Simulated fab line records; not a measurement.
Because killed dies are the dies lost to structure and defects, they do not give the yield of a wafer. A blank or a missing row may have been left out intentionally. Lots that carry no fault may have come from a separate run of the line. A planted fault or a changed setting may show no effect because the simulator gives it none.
A lot that was struck, set against a sound lot + flow n5 finfet + 22 steps out of a route of 1938
Sound: wafers L331.1, L331.3, L331.5. Struck: wafers L337.1, L337.4, L337.6. Last of all comes the cause.
Per side, at each step with rows, come the tool, then ch with its chambers, and then its first start. Under that, the readings that differ: sound wafers + struck wafers + difference of the means + sigmas: that difference in standard deviations of wafers without a fault.
alike: readings with means less than 2 such deviations apart, plus words and numbers identical on both sides. not compared: withheld readings, readings lacking a value on some wafer, bounds such as >300 that could conceal the same value, and numbers that have no deviation in the record and whose values overlap.
A row with sigmas, a row that says differs or no value, or rows on one side alone: a step with any of these is where the two part. Numbers that have no deviation but don't overlap get no sigmas and don't part them. A reading missing from all wafers of one side parts the sides only when that side holds two or more wafers.

first, 3 steps without rows for these wafers: N5_STI_FIN_REVEAL_PRECLEAN_26 (cleans in SC1, time 45 s); N5_STI_FIN_REVEAL_PRECLEAN_29 (cleans in DHF, time 30 s); N5_STI_FIN_REVEAL_SRD_12 (time 30 s).
N5_STI_FIN_REVEAL_RECESS_09: chemistry HF/NH3, target SiO2, afs cycles 11, target depth 42.5 nm, sublimation time 60 s.
  sound on vapor etch-01 ch 0,1, day 4 14:06; struck on vapor etch-01 ch 0,1, day 5 23:11
  alike: drypump motor current A, temp c
then, 2 steps without rows for these wafers: N5_STI_FIN_REVEAL_STRIP_16 (strips SiNx in H3PO4, target depth 23.8 nm); N5_STI_FIN_REVEAL_PRECLEAN_17 (cleans in NF3:NH3, afs cycles 1, time 20 s, sublimation time 60 s).
N5_STI_FIN_REVEAL_ETCH_34: etches Si in H2, material Si, target depth 0.97 nm.
  sound on rie si-04 ch 0,1, day 4 16:13; struck on rie si-05 ch 0,3, day 6 01:17
  alike: drypump motor current A, h2 flow sccm, oes product au, temp c, throttle valve pct
  not compared: rf hours counter h
N5_STI_FIN_REVEAL_OXIDATION_31: chemistry O2 PLASMA REMOTE, time 20 s.
  sound on plasma asher-02 ch 0,1, day 4 16:16; struck on plasma asher-02 ch 0,1, day 6 01:20
  alike: drypump motor current A, heater power w, temp c
  not compared: rf hours counter h
then, 3 steps without rows for these wafers: N5_STI_FIN_REVEAL_PRECLEAN_32 (cleans in NF3:NH3, afs cycles 1, time 20 s, sublimation time 60 s); N5_STI_FIN_REVEAL_STRIP_35 (strips Si3N4 in H3PO4, target depth 4 nm, time 39 s); N5_STI_FIN_REVEAL_SRD_21 (time 30 s).
N5_STI_FIN_REVEAL_OXIDATION_33: chemistry O2 PLASMA REMOTE, time 20 s.
  sound on plasma asher-01 ch 0,1, day 4 16:38; struck on plasma asher-02 ch 0,1, day 6 01:41
  alike: drypump motor current A, heater power w, temp c
  not compared: rf hours counter h
N5_STI_FIN_REVEAL_CLEAN_19: cleans in O3/DIW, time 120 s.
  sound on wet bench-03 ch 3,4,5, day 4 16:43; struck on wet bench-02 ch 1,4,5, day 6 01:47
  alike: temp c
then, 1 step without rows for these wafers: N5_STI_FIN_REVEAL_SRD_23 (time 30 s).
N5_STI_FIN_REVEAL_CD_MEAS_22: target cd 6.238 nm, pitch 28 nm.
  sound: cd sem-02 at day 4 16:47; struck: cd sem-01 at day 6 01:52
  alike: cd nm
N5_STI_FIN_REVEAL_FIN_H_MEAS_10:
  sound: ocd-02 at day 4 16:49; struck: ocd-02 at day 6 01:53
  alike: trench depth nm
then, 2 steps without rows for these wafers: N5_STI_FIN_REVEAL_PRECLEAN_18 (cleans in SC2, time 45 s); N5_STI_FIN_REVEAL_SRD_28 (time 30 s).
N5_STI_FIN_REVEAL_INSPECT_13: inspects for defects (darkfield).
  sound: defect inspect-01 at day 4 16:55; struck: defect inspect-02 at day 6 01:58
| reading          | sound    | struck      | difference | sigmas |
|------------------|----------|-------------|------------|--------|
| raw defect count | 21 11 23 | 489 526 457 | +472       | +91    |
then, 1 step without rows for these wafers: N5_DUMMY_GATE_PRECLEAN_00 (cleans in O3/DIW, time 60 s).
-- the record jumps here: 5 days lie between the struck wafers' starts before and after (it left off in module DUMMY_GATE and takes up again in module BEOL_M4, whose first step shown is number 1111 of the route) --
N5_BEOL_M4_RC_MEAS_101:
  sound on prober-02 ch 0, day 9 15:53; struck on prober-01 ch 0, day 11 04:58
  alike: DIBL_N, DIBL_P, IOFF_N, IOFF_P, ION_N, ION_P, SS_N, SS_P, VT_N, VT_P
-- here the record skips 4 days between the struck wafers' starts before and after, leaving off in module BEOL_M4 and picking up in module PASSIVATION (first step shown: number 1936 of the route) --
N5_PASSIVATION_PROBE_49:
  the record has rows for the struck wafers here (prober-02, day 15 11:18) and none for the sound ones

## WHERE THEY PART
Last at N5_PASSIVATION_PROBE_49 as far as this record goes, first at N5_STI_FIN_REVEAL_INSPECT_13.

WHY: whatever the simulator had introduced
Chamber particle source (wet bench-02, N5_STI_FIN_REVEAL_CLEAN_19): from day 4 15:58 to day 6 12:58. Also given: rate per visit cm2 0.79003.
